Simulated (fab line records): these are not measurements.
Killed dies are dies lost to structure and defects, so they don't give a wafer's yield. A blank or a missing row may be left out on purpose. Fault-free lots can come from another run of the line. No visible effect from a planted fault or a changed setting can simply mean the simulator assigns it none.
What tool caused it? ; flow nandHarc ; 24 lots, 72 wafers sampled, at 6 steps of a route of 1302

== WHAT EACH GAUGE READ, for each wafer ==
The record holds no reading of a measuring or inspecting step that can be judged against a usual standard deviation.

== WHAT TOOL EACH LOT RAN ON (gives the tool, then ch and the chambers of the sampled wafers, and finally the start) ==
lot;NHARC_A_BLC_ALD_23;NHARC_A_BLC_CMP_25;NHARC_A_M0_DESCUM_14;NHARC_A_M0_ETCH_15;NHARC_A_M0_ANNEAL_30;NHARC_A_M1_DESCUM_14
L074;aldMetal-03 ch 0,2,3, day 22 07:32;cmp-02 ch 1,2, day 22 08:14;rieDiel-02 ch 0,2, day 22 09:37;rieDiel-02 ch 0,2, day 22 11:28 or earlier;rtpAnneal-02 ch 0, day 22 11:28;rieDiel-05 ch 0,3, day 22 13:58
L075;aldMetal-04 ch 0,3, day 23 00:46;cmp-01 ch 0,3, day 23 01:29;rieDiel-03 ch 2,3, day 23 02:59;rieDiel-03 ch 0,2, day 23 04:43 or earlier;rtpAnneal-01 ch 0, day 23 04:43;rieDiel-01 ch 0,2,3, day 23 06:59
L076;aldMetal-03 ch 2,3, day 23 03:35;cmp-04 ch 2,3, day 23 04:17;rieDiel-03 ch 0,3, day 23 05:47;rieDiel-03 ch 0,1,2, day 23 07:35 or earlier;rtpAnneal-01 ch 0, day 23 07:35;rieDiel-06 ch 0,2,3, day 23 09:50
L077;aldMetal-01 ch 0,1,3, day 23 08:19;cmp-04 ch 1,2,3, day 23 09:05;rieDiel-02 ch 0,1,3, day 23 10:33;rieDiel-02 ch 0,1,2, day 23 12:11 or earlier;rtpAnneal-01 ch 0, day 23 12:11;rieDiel-01 ch 1,2,3, day 23 14:37
L078;aldMetal-04 ch 2,3, day 23 23:54;cmp-04 ch 0,1,3, day 24 00:38;rieDiel-02 ch 0,2, day 24 02:05;rieDiel-02 ch 0,1,3, day 24 03:53 or earlier;rtpAnneal-02 ch 0, day 24 03:53;rieDiel-05 ch 0,2, day 24 06:22
L080;aldMetal-03 ch 1,2,3, day 24 13:16;cmp-01 ch 0,1,2, day 24 14:01;rieDiel-03 ch 0,2,3, day 24 15:29;rieDiel-03 ch 1,3, day 24 17:21 or earlier;rtpAnneal-01 ch 0, day 24 17:21;rieDiel-01 ch 0,2, day 24 19:46
L079;aldMetal-01 ch 2,3, day 24 17:37;cmp-02 ch 1,2,3, day 24 18:24;rieDiel-03 ch 0,1,2, day 24 19:51;rieDiel-03 ch 2,3, day 24 21:30 or earlier;rtpAnneal-01 ch 0, day 24 21:30;rieDiel-06 ch 1,2,3, day 25 00:14
L081;aldMetal-04 ch 0,1,2, day 25 04:25;cmp-02 ch 0,1,2, day 25 05:08;rieDiel-02 ch 0,1, day 25 06:38;rieDiel-02 ch 0,1, day 25 08:24 or earlier;rtpAnneal-02 ch 0, day 25 08:24;rieDiel-06 ch 0,2,3, day 25 10:58
L082;aldMetal-04 ch 0,1,3, day 26 07:37;cmp-01 ch 0,2, day 26 08:19;rieDiel-02 ch 0,1,2, day 26 09:50;rieDiel-02 ch 0,1, day 26 11:28 or earlier;rtpAnneal-02 ch 0, day 26 11:28;rieDiel-06 ch 0,3, day 26 13:53
L083;aldMetal-03 ch 0,1,2, day 26 08:47;cmp-02 ch 1,2,3, day 26 09:33;rieDiel-02 ch 0,2, day 26 11:13;rieDiel-02 ch 0,2,3, day 26 12:53 or earlier;rtpAnneal-02 ch 0, day 26 12:53;rieDiel-05 ch 0,2, day 26 15:20
L084;aldMetal-01 ch 0,1, day 26 10:26;cmp-02 ch 2,3, day 26 11:10;rieDiel-02 ch 0,3, day 26 12:38;rieDiel-02 ch 0,3, day 26 14:17 or earlier;rtpAnneal-01 ch 0, day 26 14:17;rieDiel-01 ch 2,3, day 26 16:34
L086;aldMetal-04 ch 0,1, day 26 22:02;cmp-01 ch 0,3, day 26 22:49;rieDiel-11 ch 0,1,3, day 27 00:10;rieDiel-11 ch 0,1,3, day 27 01:56 or earlier;rtpAnneal-02 ch 0, day 27 01:56;rieDiel-06 ch 1,3, day 27 04:06
L085;aldMetal-01 ch 0,2,3, day 26 23:44;cmp-01 ch 0,3, day 27 00:26;rieDiel-02 ch 1,2,3, day 27 01:58;rieDiel-02 ch 2,3, day 27 03:38 or earlier;rtpAnneal-02 ch 0, day 27 03:38;rieDiel-05 ch 0,1,2, day 27 06:01
L089;aldMetal-04 ch 0,2,3, day 27 20:29;cmp-02 ch 0,1,3, day 27 21:16;rieDiel-02 ch 1,2, day 27 22:35;rieDiel-02 ch 0,3, day 28 00:18 or earlier;rtpAnneal-01 ch 0, day 28 00:18;rieDiel-06 ch 1,3, day 28 02:39
L087;aldMetal-03 ch 0,2,3, day 28 04:35;cmp-02 ch 2,3, day 28 05:22;rieDiel-11 ch 1,2, day 28 06:46;rieDiel-11 ch 0,1,2, day 28 08:28 or earlier;rtpAnneal-01 ch 0, day 28 08:28;rieDiel-01 ch 2,3, day 28 10:50
L088;aldMetal-01 ch 0,1, day 28 04:41;cmp-01 ch 0,1, day 28 05:26;rieDiel-02 ch 1,2, day 28 06:55;rieDiel-02 ch 0,1, day 28 08:37 or earlier;rtpAnneal-02 ch 0, day 28 08:37;rieDiel-05 ch 1,2,3, day 28 11:00
L091;aldMetal-04 ch 1,2, day 29 04:05;cmp-04 ch 1,2,3, day 29 04:52;rieDiel-02 ch 0,2,3, day 29 06:12;rieDiel-02 ch 0,1,2, day 29 07:53 or earlier;rtpAnneal-01 ch 0, day 29 07:53;rieDiel-01 ch 0,1,3, day 29 10:09
L090;aldMetal-03 ch 1,2,3, day 29 20:47;cmp-04 ch 1,3, day 29 21:29;rieDiel-03 ch 1,2, day 29 22:58;rieDiel-03 ch 0,2, day 30 00:40 or earlier;rtpAnneal-02 ch 0, day 30 00:40;rieDiel-01 ch 0,3, day 30 03:04
L094;aldMetal-04 ch 0,1,2, day 30 15:36;cmp-04 ch 0,1,2, day 30 16:22;rieDiel-03 ch 0,2,3, day 30 17:49;rieDiel-03 ch 0,1,3, day 30 19:32 or earlier;rtpAnneal-02 ch 0, day 30 19:32;rieDiel-01 ch 0,1,3, day 30 21:56
L092;aldMetal-03 ch 0,1,3, day 30 17:37;cmp-01 ch 0,1, day 30 18:19;rieDiel-11 ch 0,3, day 30 19:47;rieDiel-11 ch 2,3, day 30 21:37 or earlier;rtpAnneal-01 ch 0, day 30 21:37;rieDiel-06 ch 0,2,3, day 30 23:44
L093;aldMetal-01 ch 0,1,2, day 30 18:44;cmp-02 ch 0,1, day 30 19:26;rieDiel-02 ch 0,1, day 30 20:52;rieDiel-02 ch 1,2, day 30 22:44 or earlier;rtpAnneal-01 ch 0, day 30 22:44;rieDiel-01 ch 0,2,3, day 31 01:00
L096;aldMetal-04 ch 0,3, day 31 01:51;cmp-01 ch 1,2,3, day 31 03:04;rieDiel-02 ch 0,1,2, day 31 04:25;rieDiel-02 ch 0,1,2, day 31 06:05 or earlier;rtpAnneal-01 ch 0, day 31 06:05;rieDiel-06 ch 1,2, day 31 08:19
L095;aldMetal-01 ch 0,3, day 31 07:56;cmp-02 ch 0,1, day 31 08:41;rieDiel-03 ch 1,2,3, day 31 10:12;rieDiel-03 ch 0,1, day 31 11:50 or earlier;rtpAnneal-01 ch 0, day 31 11:50;rieDiel-05 ch 0,3, day 31 14:14
L097;aldMetal-03 ch 2,3, day 31 21:55;cmp-01 ch 2,3, day 31 22:39;rieDiel-11 ch 2,3, day 32 00:01;rieDiel-11 ch 2,3, day 32 01:55 or earlier;rtpAnneal-01 ch 0, day 32 01:55;rieDiel-05 ch 0,1, day 32 04:18
- NHARC_A_BLC_ALD_23: deposits TiN, target thk 3 nm, pulse time 1 s, ald cycles 150.
- NHARC_A_BLC_CMP_25: polishes, t overpolish 30 s, target thk 150 nm.
- NHARC_A_M0_DESCUM_14: chemistry O2, time 3 s.
- NHARC_A_M0_ETCH_15: etches the open film in C4F8/Ar, target depth 150 nm, overetch 15 nm, time 82.5 s.
- NHARC_A_M0_ANNEAL_30: time 90 s.
- NHARC_A_M1_DESCUM_14: chemistry O2, time 3 s.

== WHAT THE TOOLS THEMSELVES READ (means of the sampled wafers that have a number; where no wafer has one, the mark that the record gives instead) ==
NHARC_A_BLC_ALD_23. Usual: heaterPowerW 1027 W, standard deviation 94; precursorPulseHeightRel 1.002, standard deviation 0.018.
lot;tool;heaterPowerW (W);precursorPulseHeightRel;flag
L074;aldMetal-03;1070;1.006;
L075;aldMetal-04;1098;1.016;
L076;aldMetal-03;1075;1.000;
L077;aldMetal-01;1015;0.987;
L078;aldMetal-04;931;0.982;
L080;aldMetal-03;1083;1.013;
L079;aldMetal-01;1060;1.001;
L081;aldMetal-04;983;1.001;
L082;aldMetal-04;1030;1.010;
L083;aldMetal-03;1107;0.989;
L084;aldMetal-01;999;1.017;
L086;aldMetal-04;973;1.008;
L085;aldMetal-01;1043;1.017;
L089;aldMetal-04;1035;1.003;
L087;aldMetal-03;1041;0.984;
L088;aldMetal-01;998;1.001;
L091;aldMetal-04;865;0.996;
L090;aldMetal-03;1040;1.003;
L094;aldMetal-04;931;1.034;
L092;aldMetal-03;1049;0.981;
L093;aldMetal-01;1025;1.006;
L096;aldMetal-04;1055;0.994;
L095;aldMetal-01;1079;1.017;
L097;aldMetal-03;1005;0.999;

NHARC_A_BLC_CMP_25. Usual: motorCurrentA 12.1 A, standard deviation 0.84; overpolishRunS 30.000 s, standard deviation 0.0084; timeToEndpointS 29.7 s, standard deviation 2.1.
lot;tool;motorCurrentA (A);overpolishRunS (s);timeToEndpointS (s);flag
L074;cmp-02;12.2;30.005;30.9;
L075;cmp-01;11.1;30.006;30.1;
L076;cmp-04;11.7;30.000;27.0;
L077;cmp-04;11.8;30.002;29.1;
L078;cmp-04;11.9;29.999;32.5;
L080;cmp-01;12.8;30.002;29.0;
L079;cmp-02;12.4;30.003;31.3;
L081;cmp-02;12.2;30.000;28.7;
L082;cmp-01;12.5;29.996;28.8;
L083;cmp-02;12.1;29.997;27.8;
L084;cmp-02;12.2;30.001;29.7;
L086;cmp-01;11.2;29.997;32.1;
L085;cmp-01;11.2;29.998;30.5;
L089;cmp-02;12.7;30.001;30.4;
L087;cmp-02;12.0;29.994;32.1;
L088;cmp-01;12.4;30.001;29.0;
L091;cmp-04;11.7;29.997;29.1;
L090;cmp-04;12.0;30.006;29.1;
L094;cmp-04;11.3;29.999;27.4;
L092;cmp-01;12.8;29.991;25.8;
L093;cmp-02;12.3;29.997;30.9;
L096;cmp-01;12.2;30.005;27.7;
L095;cmp-02;12.1;29.995;33.1;
L097;cmp-01;11.3;29.996;31.9;

NHARC_A_M0_DESCUM_14. Usual: drypumpMotorCurrentA 5.9 A, standard deviation 0.38; oesProductAu 0.999 a.u., standard deviation 0.006; rfVppV 58.1 V, standard deviation 0.83; showerheadPlenumPTorr 1.98 Torr, standard deviation 0.067; throttleValvePct 11.312 %, standard deviation 0.0093.
lot;tool;drypumpMotorCurrentA (A);oesProductAu (a.u.);rfVppV (V);showerheadPlenumPTorr (Torr);throttleValvePct (%);flag
L074;rieDiel-02;5.9;0.998;56.9;1.96;11.311;
L075;rieDiel-03;5.6;0.997;59.0;2.02;11.309;
L076;rieDiel-03;5.0;1.001;59.0;2.00;11.310;
L077;rieDiel-02;6.1;0.999;57.6;2.00;11.307;
L078;rieDiel-02;5.9;0.992;58.0;1.96;11.323;
L080;rieDiel-03;5.5;0.995;57.4;2.00;11.313;
L079;rieDiel-03;5.8;0.999;57.2;1.93;11.309;
L081;rieDiel-02;6.2;1.002;57.8;2.00;11.309;
L082;rieDiel-02;6.1;0.998;58.6;1.99;11.318;
L083;rieDiel-02;5.9;1.006;57.6;1.98;11.310;
L084;rieDiel-02;6.0;0.997;58.2;2.01;11.316;
L086;rieDiel-11;6.0;1.000;58.2;1.95;11.315;
L085;rieDiel-02;6.2;0.997;58.5;2.03;11.305;
L089;rieDiel-02;6.1;0.995;58.3;2.01;11.320;
L087;rieDiel-11;6.0;0.995;57.9;2.00;11.311;
L088;rieDiel-02;6.3;0.993;59.3;2.02;11.306;
L091;rieDiel-02;6.0;1.004;58.2;2.00;11.318;
L090;rieDiel-03;6.0;1.005;57.6;1.94;11.315;
L094;rieDiel-03;5.5;0.993;57.9;2.00;11.310;
L092;rieDiel-11;5.9;0.999;57.7;1.92;11.308;
L093;rieDiel-02;6.2;1.000;58.4;1.99;11.315;
L096;rieDiel-02;6.1;1.006;58.4;1.99;11.308;
L095;rieDiel-03;5.6;1.003;58.0;1.94;11.307;
L097;rieDiel-11;5.8;0.993;58.2;1.93;11.321;

NHARC_A_M0_ETCH_15. Usual: oesProductAu 0.952 a.u., standard deviation 0.022; rfVppV 443.1 V, standard deviation 2.3.
lot;tool;oesProductAu (a.u.);rfVppV (V);flag
L074;rieDiel-02;0.963;443.0;
L075;rieDiel-03;0.929;443.0;
L076;rieDiel-03;0.971;441.3;
L077;rieDiel-02;0.965;443.0;
L078;rieDiel-02;0.924;443.6;
L080;rieDiel-03;0.921;442.8;
L079;rieDiel-03;0.923;444.0;
L081;rieDiel-02;0.966;443.6;
L082;rieDiel-02;0.967;444.2;
L083;rieDiel-02;0.958;443.5;
L084;rieDiel-02;0.954;443.9;
L086;rieDiel-11;0.976;441.8;
L085;rieDiel-02;0.954;443.8;
L089;rieDiel-02;0.978;444.5;
L087;rieDiel-11;0.965;444.2;
L088;rieDiel-02;0.945;442.1;
L091;rieDiel-02;0.915;443.1;
L090;rieDiel-03;0.925;442.5;
L094;rieDiel-03;0.974;441.5;
L092;rieDiel-11;0.964;441.7;
L093;rieDiel-02;0.978;444.2;
L096;rieDiel-02;0.929;442.6;
L095;rieDiel-03;0.922;440.9;
L097;rieDiel-11;0.951;441.3;

NHARC_A_M0_ANNEAL_30. Usual: annealTempCMax 225.88, standard deviation 0.24; wafer_temp_C_max 226.8, standard deviation 0.33.
lot;tool;annealTempCMax;wafer_temp_C_max;flag
L074;rtpAnneal-02;225.70;226.8;
L075;rtpAnneal-01;226.33;226.9;
L076;rtpAnneal-01;225.77;226.8;
L077;rtpAnneal-01;225.77;227.0;
L078;rtpAnneal-02;226.06;227.2;
L080;rtpAnneal-01;225.81;226.9;
L079;rtpAnneal-01;225.76;226.6;
L081;rtpAnneal-02;225.98;226.8;
L082;rtpAnneal-02;225.96;226.8;
L083;rtpAnneal-02;226.27;226.5;
L084;rtpAnneal-01;225.67;227.1;
L086;rtpAnneal-02;225.84;226.9;
L085;rtpAnneal-02;226.32;226.9;
L089;rtpAnneal-01;225.69;226.4;
L087;rtpAnneal-01;225.79;227.0;
L088;rtpAnneal-02;226.04;226.7;
L091;rtpAnneal-01;225.76;227.0;
L090;rtpAnneal-02;225.89;226.9;
L094;rtpAnneal-02;225.85;226.6;
L092;rtpAnneal-01;225.58;227.0;
L093;rtpAnneal-01;225.75;227.0;
L096;rtpAnneal-01;225.84;226.9;
L095;rtpAnneal-01;225.71;226.4;
L097;rtpAnneal-01;225.86;226.6;

NHARC_A_M1_DESCUM_14. Usual: drypumpMotorCurrentA 5.7 A, standard deviation 0.47; oesProductAu 1.001 a.u., standard deviation 0.0075; rfVppV 57.6 V, standard deviation 0.93; showerheadPlenumPTorr 1.89 Torr, standard deviation 0.078; throttleValvePct 11.311 %, standard deviation 0.0086.
lot;tool;drypumpMotorCurrentA (A);oesProductAu (a.u.);rfVppV (V);showerheadPlenumPTorr (Torr);throttleValvePct (%);flag
L074;rieDiel-05;5.9;1.003;58.5;1.90;11.315;
L075;rieDiel-01;5.4;1.006;58.8;1.87;11.313;
L076;rieDiel-06;6.0;0.998;57.4;1.92;11.311;
L077;rieDiel-01;5.8;1.008;58.0;1.90;11.318;
L078;rieDiel-05;5.2;1.000;57.8;1.85;11.311;
L080;rieDiel-01;5.5;1.001;57.8;1.94;11.312;
L079;rieDiel-06;5.7;0.997;58.1;1.90;11.307;
L081;rieDiel-06;6.0;1.005;57.0;1.92;11.310;
L082;rieDiel-06;6.0;1.000;58.3;1.97;11.310;
L083;rieDiel-05;5.5;1.002;58.3;1.91;11.309;
L084;rieDiel-01;5.4;0.995;56.9;1.87;11.310;
L086;rieDiel-06;5.5;0.993;58.0;1.92;11.317;
L085;rieDiel-05;5.6;0.998;57.1;1.88;11.314;
L089;rieDiel-06;5.5;1.000;58.1;1.92;11.306;
L087;rieDiel-01;5.5;1.004;57.9;1.94;11.308;
L088;rieDiel-05;5.7;1.000;57.2;1.82;11.308;
L091;rieDiel-01;5.7;0.998;57.2;1.84;11.308;
L090;rieDiel-01;5.3;1.009;57.5;1.81;11.306;
L094;rieDiel-01;5.7;1.011;56.7;1.84;11.312;
L092;rieDiel-06;6.0;0.999;57.9;1.92;11.316;
L093;rieDiel-01;5.4;1.004;57.6;1.87;11.307;
L096;rieDiel-06;5.9;0.997;58.1;1.90;11.305;
L095;rieDiel-05;5.9;0.993;57.2;1.85;11.310;
L097;rieDiel-05;5.9;1.004;57.7;1.93;11.316;

== THE ANSWER, worked out from the rows above alone ==
Rule: a lot counts as off when the mean over its wafers that have a number is more than 3 standard deviations away from the usual mean. A lot without any number at a reading at which 4 lots or more have one is off too. Any other lot the step has rows for is counted as sound. The gauges are gone through in route order, then the tools' own readings, and for those a lot's mean is taken as printed above. At the first step where some lot is off, the reading lying furthest off is the one used; lots without a number count as furthest.
None of the lots is off at any reading shown; this tells nothing.

== WHAT WAS PUT IN BY THE SIMULATOR ==
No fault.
